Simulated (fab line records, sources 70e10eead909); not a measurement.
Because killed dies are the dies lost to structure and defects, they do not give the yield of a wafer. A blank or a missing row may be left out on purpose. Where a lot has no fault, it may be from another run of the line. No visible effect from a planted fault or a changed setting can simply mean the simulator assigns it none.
Problem report, 8D (eight disciplines) form, completed by code | flow nandHarc | the parts of the form that need people (team, actions taken, sign-off) are left out

== 1. THE PROBLEM ==
At NHARC_P_ZERO_WELL_SOFTBAKE_06, heaterPowerTotalW averages 207.0 W over 3 wafers from 2 lots, while fault-free wafers read 201.0 W, standard deviation 1.3. Measured from the usual mean, that is +4.6 standard deviations.
The step: time 70 s.
Seen first at day 7 16:00 on lithoTrack-03, wafer L255.4. Wafers with a number at this step in the record: 36, from 13 lots. Rule for "out" (also "out of limits"): further than 4 standard deviations from the usual mean. The rest of the wafers with a number are treated as sound.

== 2. WHAT THIS IS AND IS NOT ==
question                    | is                     | is not
which readings at this step | heaterPowerTotalW      | -
which lots                  | L255, L256             | L241, L242, L244, L245, L246, L254, L258, L259, L260, L262, L264
which wafers of those lots  | all that have a number | -
read on which tools         | lithoTrack-03          | lithoTrack-07
when                        | from day 7 16:00       | up to then (18 sound wafers); but 15 sound wafers of L258, L259, L260, L262, L264 came after

== 3. WHAT RULES OUT EACH SUSPECT ==
Counting: a tool at a process step up to the reading stays a suspect if it ran every lot that is out and no sound lot after the first of them.
- lithoTrack-03 at NHARC_P_ZERO_WELL_SOFTBAKE_06 (time 70 s): ruled out as a lasting fault. After its first lot that is out, L255 (day 7 16:00), sound lots L264 ran on it.
Left after counting: nothing in the record.

== 4. THE CAUSE (what the simulator had put in) ==
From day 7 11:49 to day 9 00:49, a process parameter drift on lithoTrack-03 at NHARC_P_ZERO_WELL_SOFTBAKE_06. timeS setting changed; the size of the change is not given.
Counting ruled it out, wrongly.

== 5. SEQUENCE OF EFFECTS, ordered by route ==
Rows list readings where the struck wafers' mean (over those with a number) sits beyond 3 standard deviations from the usual. Scope: only readings with a usual standard deviation given in the record; hours: median across lots of the time from each lot's start at the first step in this table that gives one to its start at this step; sigmas: change in usual standard deviations.
hours | step                          | reading           | usual   | on struck wafers | change | sigmas
0     | NHARC_P_ZERO_WELL_SOFTBAKE_06 | heaterPowerTotalW | 201.0 W | 207.0            | +6.0   | +4.6
Process steps it contains:
- NHARC_P_ZERO_WELL_SOFTBAKE_06: time 70 s.

== 6. WHAT WOULD HAVE CAUGHT IT SOONER ==
First out-of-limits reading in this record: day 7 16:00, which is 4 hours after fault onset at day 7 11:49.
